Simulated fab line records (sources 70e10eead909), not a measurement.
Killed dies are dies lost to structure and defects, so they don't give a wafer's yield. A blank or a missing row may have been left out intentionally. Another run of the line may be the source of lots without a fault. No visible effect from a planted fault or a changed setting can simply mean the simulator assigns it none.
fab line records -- flow nand_harc
record: lots: 4, wafers: 12, last_day: 23
route steps=1159 shown A_CHANNEL_HOLE_D1@460 A_CHANNEL_FILL_D1@490 END@1159
lots untouched by any fault: they come from a run of this same line in which no faults occurred
start_h: the number of hours between the record's first day and the start of the first shown wafer of the lot -- wait_h: hours elapsed since this lot's preceding step -- " the same as in the row above -- L1.1+2: a row that stands for several wafers -- - no value present, or no start provided -- * or withheld: withheld -- < > ~ a bound
route shown NAME@n: NAME is a module with steps in the file, n the number in the route of the first one -- usual: mean/standard deviation of fault-free wafers -- same: alike in all rows -- chamber/n: place in a boat -- sites: per-site readings -- _std_site: standard deviation of those values -- _edge_site: outer sites' mean less inner sites' -- radius_mm: how far each site lies from the wafer's centre -- mask NAME#n: copy n -- behind: tool/chamber where the wafer was last shaped -- hold: why the lot went on hold/how many hours it stayed there/how the hold came to an end -- device: which transistor (n, p or np) failed to switch -- end of line: tests of these same wafers at the route's end -- a step without rows: its recipe alone -- killed: count of dies lost to structure and defects at first sort (not the wafer's yield) -- map: the dies of a wafer, with x for killed, . for not killed, _ for no die there
set.NAME: the setting as run; set.NAME@STEP: as run at that earlier step -- model.NAME: the simulator's own value behind a step, which no gauge read
a table for each step, a row for each wafer; lots at some steps of the route
== steps ==
step: NHARC_A_CHANNEL_HOLE_D1_PEB_08
recipe: peb_temp_c: 100, peb_time_s: 65
step: NHARC_A_CHANNEL_HOLE_D1_DEVELOP_09
recipe: develop_time_s: 35, dev_temp_c: 23
step: NHARC_A_CHANNEL_HOLE_D1_DESCUM_15
recipe: time_s: 3, o2_flow_sccm: 200, ar_flow_sccm: 0, bias_power_w: 0, chemistry: O2
step: NHARC_A_CHANNEL_HOLE_D1_ETCH_38
recipe: target_depth_a: 390, over_etch_frac: 0.3, time_s: 65, ion_energy_ev: 80, cf4_flow_sccm: 150, ar_flow_sccm: 0, rf_w: 300, bias_w: 100, chemistry: CF4
step: NHARC_A_CHANNEL_HOLE_D1_ETCH_39
recipe: target_depth_a: 2600, over_etch_frac: 0.3, time_s: 325, ion_energy_ev: 200, n2_flow_sccm: 150, h2_flow_sccm: 150, ar_flow_sccm: 0, rf_w: 400, bias_w: 150, chemistry: N2/H2
step: NHARC_A_CHANNEL_HOLE_D1_ETCH_34
recipe: target_depth_a: 1540, time_s: 77, cf4_flow_sccm: 100, chf3_flow_sccm: 30, ar_flow_sccm: 0, rf_w: 500, bias_w: 200, chemistry: CF4/CHF3
step: NHARC_A_CHANNEL_HOLE_D1_ETCH_16
recipe: target_depth_a: 31000, over_etch_frac: 0.3, time_s: 806, ion_energy_ev: 150, o2_flow_sccm: 400, cos_flow_sccm: 20, ar_flow_sccm: 0, rf_w: 500, bias_w: 300, chemistry: O2/COS
step: NHARC_A_CHANNEL_HOLE_D1_ETCH_19
recipe: bias_v: 1200, source_w: 2500, pressure_mtorr: 15, time_s: 34.5, ar_flow_sccm: 375, c4f8_flow_sccm: 28.8, o2_flow_sccm: 96.2, temp_c: -20, target_depth_a: *, chemistry: C4F8/O2/Ar
step: NHARC_A_CHANNEL_HOLE_D1_ETCH_20
recipe: bias_v: 3000, source_w: withheld, pressure_mtorr: 20, time_s: 361.9, ar_flow_sccm: 375, c4f8_flow_sccm: 89.3, o2_flow_sccm: 35.7, temp_c: -20, target_depth_a: 16000, chemistry: C4F8/O2/Ar
usual: drypump_motor_current_A: 5.7/0.37, o2_flow_sccm: 35.71/0.1, showerhead_plenum_p_Torr: 3.67/0.099, throttle_valve_pct: 32.155/0.0093
lot.wafer,tool,chamber,start_h,wait_h,drypump_motor_current_A,o2_flow_sccm,rf_hours_counter_h,showerhead_plenum_p_Torr,throttle_valve_pct
L671.2,har_etch-01,1,214.07,0.1,5.1,35.69,201,3.71,32.151
L671.1,har_etch-01,0,214.07,0.1,5.8,35.68,201,3.82,32.162
L671.6,har_etch-01,0,214.07,0.1,5.8,35.60,-,3.82,32.166
L682.4,har_etch-02,1,282.41,0.2,6.0,35.46,-,3.64,32.171
L682.3,har_etch-02,0,282.41,0.2,6.1,35.70,-,3.53,32.148
L682.6,har_etch-02,1,282.41,0.2,6.0,35.71,-,3.63,32.151
L683.2,har_etch-01,1,283.44,0.1,5.1,35.55,235,3.69,32.157
L683.4,har_etch-01,0,283.44,0.1,5.8,35.82,-,3.80,32.154
L683.6,har_etch-01,1,283.44,0.1,5.1,35.61,-,3.69,32.155
L685.2,har_etch-01,0,295.81,0.1,5.8,35.87,239,3.80,32.156
L685.4,har_etch-01,0,295.81,0.1,5.8,35.81,-,3.80,32.165
L685.3,har_etch-01,1,295.81,0.1,5.1,35.83,-,3.69,32.144
step: NHARC_A_CHANNEL_HOLE_D1_ETCH_21
recipe: bias_v: 3000, source_w: withheld, pressure_mtorr: 20, time_s: 514.3, ar_flow_sccm: 375, c4f8_flow_sccm: 89.3, o2_flow_sccm: 35.7, temp_c: -20, target_depth_a: 16000, chemistry: C4F8/O2/Ar
step: NHARC_A_CHANNEL_HOLE_D1_ETCH_22
recipe: bias_v: 3000, source_w: withheld, pressure_mtorr: 20, time_s: 666.7, ar_flow_sccm: 375, c4f8_flow_sccm: 89.3, o2_flow_sccm: 35.7, temp_c: -20, target_depth_a: 16000, chemistry: C4F8/O2/Ar
step: NHARC_A_CHANNEL_HOLE_D1_ETCH_23
recipe: bias_v: 5000, source_w: withheld, pressure_mtorr: 20, time_s: 819, ar_flow_sccm: 375, c4f8_flow_sccm: 89.3, o2_flow_sccm: 35.7, temp_c: -20, target_depth_a: 16000, chemistry: C4F8/O2/Ar
step: NHARC_A_CHANNEL_HOLE_D1_ETCH_24
recipe: bias_v: 5000, source_w: withheld, pressure_mtorr: 20, time_s: 906.2, ar_flow_sccm: 375, c4f8_flow_sccm: 93.8, o2_flow_sccm: 31.2, temp_c: -20, target_depth_a: 15000, chemistry: C4F8/O2/Ar
step: NHARC_A_CHANNEL_HOLE_D1_ETCH_25
recipe: bias_v: 5000, source_w: withheld, pressure_mtorr: 20, time_s: 1040.2, ar_flow_sccm: 375, c4f8_flow_sccm: 93.8, o2_flow_sccm: 31.2, temp_c: -20, target_depth_a: 15000, chemistry: C4F8/O2/Ar
step: NHARC_A_CHANNEL_HOLE_D1_ETCH_26
recipe: bias_v: 300, source_w: 2000, pressure_mtorr: 30, time_s: 224.1, ar_flow_sccm: 375, c4f8_flow_sccm: 11.4, o2_flow_sccm: 113.6, temp_c: -20, target_depth_a: 3000, chemistry: C4F8/O2/Ar
step: NHARC_A_CHANNEL_HOLE_D1_ETCH_33
recipe: bias_v: 400, source_w: 2000, pressure_mtorr: 25, time_s: 90, ar_flow_sccm: 375, c4f8_flow_sccm: 41.7, o2_flow_sccm: 83.3, temp_c: -20, target_depth_a: 4000, chemistry: C4F8/O2/Ar
step: NHARC_A_CHANNEL_HOLE_D1_STRIP_41
recipe: n2_flow_sccm: 150, h2_flow_sccm: 150, ar_flow_sccm: 0, bias_w: 0, chemistry: N2/H2
step: NHARC_A_CHANNEL_HOLE_D1_STRIP_42
recipe: cf4_flow_sccm: 100, chf3_flow_sccm: 30, ar_flow_sccm: 0, bias_w: 0, chemistry: CF4/CHF3
step: NHARC_A_CHANNEL_HOLE_D1_STRIP_43
recipe: o2_flow_sccm: 400, cos_flow_sccm: 20, ar_flow_sccm: 0, bias_w: 0, chemistry: O2/COS
step: NHARC_A_CHANNEL_HOLE_D1_ETCH_44
recipe: target_depth_a: 1400, overetch_a: 140, time_s: 77, ion_energy_ev: 100, cf4_flow_sccm: 80, o2_flow_sccm: 20, ar_flow_sccm: 0, rf_w: 300, bias_w: 100, chemistry: CF4/O2
step: NHARC_A_CHANNEL_HOLE_D1_STRIP_27
recipe: o2_flow_sccm: 500, ar_flow_sccm: 0, bias_w: 0, chemistry: O2
step: NHARC_A_CHANNEL_HOLE_D1_PRECLEAN_28
recipe: time_s: *, temp_c: 50, bath_age_min: 0, chemistry: SC1
step: NHARC_A_CHANNEL_HOLE_D1_SRD_29
step: NHARC_A_CHANNEL_HOLE_D1_XSEM_31
recipe: landing_energy_ev: 35000
step: NHARC_A_CHANNEL_HOLE_D1_INSPECT_40
usual: raw_defect_count: 63/19
lot.wafer,tool,chamber,start_h,wait_h,raw_defect_count
L671.1,defect_inspect-02,-,219.67,-,60
L671.2,defect_inspect-02,-,219.67,-,87
L671.6,defect_inspect-02,-,219.67,-,66
L682.3,defect_inspect-01,-,288.05,-,54
L682.4,defect_inspect-01,-,288.05,-,47
L682.6,defect_inspect-01,-,288.05,-,56
L683.2,defect_inspect-02,-,289.04,-,1261
L683.4,defect_inspect-02,-,289.04,-,1183
L683.6,defect_inspect-02,-,289.04,-,1146
L685.2,defect_inspect-01,-,301.39,-,1149
L685.3,defect_inspect-01,-,301.39,-,1142
L685.4,defect_inspect-01,-,301.39,-,1179
step: NHARC_A_CHANNEL_FILL_D1_PRECLEAN_00
recipe: time_s: *, temp_c: 50, bath_age_min: 0, chemistry: SC1
step: NHARC_END_SORT_01
recipe: temp_c: 25
usual: killed_at_array: 27/11, killed_at_other: 0.8/1.4, killed_at_periphery: 3.3/2, killed_dies: 31/11, killed_open: 3.4/1.8, killed_short: 2.1/1.3
same: gross_dies: 677
lot.wafer,tool,chamber,start_h,wait_h,killed_at_array,killed_at_other,killed_at_periphery,killed_dies,killed_open,killed_short
L671.1,prober-02,0,478.28,2.5,19,0,2,21,2,3
L671.2,prober-02,0,479.09,2.8,23,0,2,25,2,1
L671.6,prober-02,0,482.32,4.0,15,0,6,21,4,1
L683.2,prober-02,0,548.23,2.8,86,1,6,93,3,2
L683.4,prober-02,0,549.83,3.4,106,1,5,112,2,2
L683.6,prober-02,0,551.42,4.0,81,0,3,84,3,2
L685.2,prober-01,0,560.99,2.9,125,0,7,132,1,3
L685.3,prober-01,0,561.78,3.1,79,0,2,81,2,1
L685.4,prober-01,0,562.58,3.4,125,1,5,131,2,3
killed by level:class
L671.1 A_CHANNEL_HOLE_D1:chamber_film_flake=12 A_CONTACT:chamber_film_flake=2 P_CONTACT:geometric_particle:short=1 A_ONON_D1:geometric_particle:short=1 A_ONON_D1:geometric_particle:open=1 A_SGD_CUT:geometric_particle:open=1 A_M0:geometric_particle:short=1 P_GATE:chamber_film_flake=1
L671.2 A_CHANNEL_HOLE_D1:chamber_film_flake=16 P_GATE:chamber_film_flake=2 A_CONTACT:chamber_film_flake=2 A_CHANNEL_FILL_D1:geometric_particle:short=1 A_WL_FILL:geometric_particle:open=1 A_M0:geometric_particle:open=1 A_ZERO_WELL:chamber_film_flake=1 A_SLIT:chamber_film_flake=1
L671.6 A_CHANNEL_HOLE_D1:chamber_film_flake=9 P_GATE:geometric_particle:open=2 P_GATE:chamber_film_flake=2 A_ZERO_WELL:chamber_film_flake=2 A_SOURCE_PLATE:geometric_particle:open=1 A_ONON_D1:geometric_particle:open=1 A_CHANNEL_HOLE_D1:geometric_particle:short=1 P_ZERO_WELL:chamber_film_flake=1
L683.2 A_CHANNEL_HOLE_D1:unspecified=72 P_GATE:chamber_film_flake=5 A_CONTACT:chamber_film_flake=5 A_CHANNEL_HOLE_D1:chamber_film_flake=4 A_SOURCE_PLATE:geometric_particle:open=1 A_ONON_D1:geometric_particle:short=1 A_CONTACT:geometric_particle:short=1 A_BLC:geometric_particle:open=1
L683.4 A_CHANNEL_HOLE_D1:unspecified=100 P_GATE:chamber_film_flake=2 A_CHANNEL_HOLE_D1:chamber_film_flake=2 P_M0:geometric_particle:short=1 A_CONTACT:geometric_particle:short=1 A_CONTACT:geometric_particle:open=1 P_ZERO_WELL:chamber_film_flake=1 P_BONDPAD:chamber_film_flake=1
L683.6 A_CHANNEL_HOLE_D1:unspecified=72 A_CHANNEL_HOLE_D1:chamber_film_flake=2 A_CONTACT:chamber_film_flake=2 P_M0:geometric_particle:open=1 A_SGD_CUT:geometric_particle:short=1 A_WL_FILL:geometric_particle:short=1 A_CONTACT:geometric_particle:open=1 A_M0:geometric_particle:open=1
L685.2 A_CHANNEL_HOLE_D1:unspecified=98 A_SLIT:chamber_film_flake=11 A_CHANNEL_HOLE_D1:chamber_film_flake=4 P_BONDPAD:chamber_film_flake=3 A_STAIRCASE:chamber_film_flake=3 A_WL_FILL:chamber_film_flake=3 A_CONTACT:chamber_film_flake=3 A_ONON_D1:geometric_particle:short=2
L685.3 A_CHANNEL_HOLE_D1:unspecified=72 A_CONTACT:chamber_film_flake=2 P_GATE:geometric_particle:open=1 A_SOURCE_PLATE:geometric_particle:open=1 A_ONON_D1:geometric_particle:short=1 P_ZERO_WELL:chamber_film_flake=1 A_CHANNEL_HOLE_D1:chamber_film_flake=1 A_SLIT:chamber_film_flake=1
L685.4 A_CHANNEL_HOLE_D1:unspecified=106 A_SLIT:chamber_film_flake=10 P_BONDPAD:chamber_film_flake=2 P_GATE:chamber_film_flake=2 A_CHANNEL_HOLE_D1:chamber_film_flake=2 A_STAIRCASE:chamber_film_flake=2 P_M0:geometric_particle:open=1 A_SOURCE_PLATE:geometric_particle:short=1
map L683.4 (x killed, . not)
____________.____________
_________......._________
_______..........._______
______x............______
_____..............._____
____.................____
____.................____
___...................___
___.......x...........___
__.......x.............__
__.....................__
_......................._
_......................._
_.........x..x.x........_
_.....x.x..x............_
_......xxxx.x..........._
......xxxxxxx.x..........
......xxxxxxxx.x.........
......xxxxxxxxx..........
......xxxxxxxx.x.........
....x.xxxxxxxx.x.........
_....xxxxxxxxx.........._
_....xxxxxxxxx.........._
_...x.xxxxxxxx.........._
_......xxxxxxx........x._
_....xxxxxxx............_
__....x.xxxxx..........__
__.......x....x........__
___...........x.......___
___......x............___
____.................____
____.x...............____
_____..............._____
______.............______
_______..........._______
_________......._________
____________.____________
map L685.2 (x killed, . not)
____________.____________
_________......._________
_______..........._______
______.............______
_____..............._____
____.................____
____...........x.....____
___x..................___
___...................___
__.....................__
__....x..........x....x__
_......................._
_......................._
_.....xx.......xx......._
_....x.x.........x......_
_..x....xxxx............_
..x.x.xxxxxxx....x.......
.......xxxxxx..x.........
.....xxxxxxxxx...........
...x.xxxxxxxxx.x.........
......xxxxxxxxx..........
_....xxxxxxxxx......x..._
_....xxxxxxxxx.........._
_...x.xxxxxxxx.........._
_.....xxxxxxxx.........._
_.....xxxxxxxx.........._
__.....xxxx.x..........__
__......xxxxxx..x......__
___...................___
___..........x........___
____.....x...........____
____..x..............____
_____....x.........._____
______...xx........______
_______.xxxx......_______
_________x.xx..._________
____________.____________
== key ==
first_sign: step: NHARC_A_CHANNEL_HOLE_D1_INSPECT_40, reading: raw_defect_count, direction: up, sigmas: 60, usual: 63, struck: 1177
effect: step: NHARC_END_SORT_01, reading: killed_dies, direction: up, sigmas: 6.9, usual: 31, struck: 106
more_kills_born_at: NHARC_A_CHANNEL_HOLE_D1_ETCH_20@har_etch-01: 423
met_at NHARC_A_CHANNEL_HOLE_D1_ETCH_20
struck_wafers L683.2,L683.4,L683.6,L685.2,L685.3,L685.4
tester_left_out L683,L685
onset_between 214.07 283.44
also_fits time
fault: kind: chamber_particle_source, tool: har_etch-01, chamber: -, onset_h: 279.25, steps: NHARC_A_CHANNEL_HOLE_D1_ETCH_20, rate_per_visit_cm2: 1.6887, end_h: 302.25
tester_left_out: of these lots the tester's yield and bins aren't shown, on N5 and GAA mostly nor the transistor test; their killed dies are dies lost to structure and defects alone, not to doping, threshold or leakage, so they don't give the yield
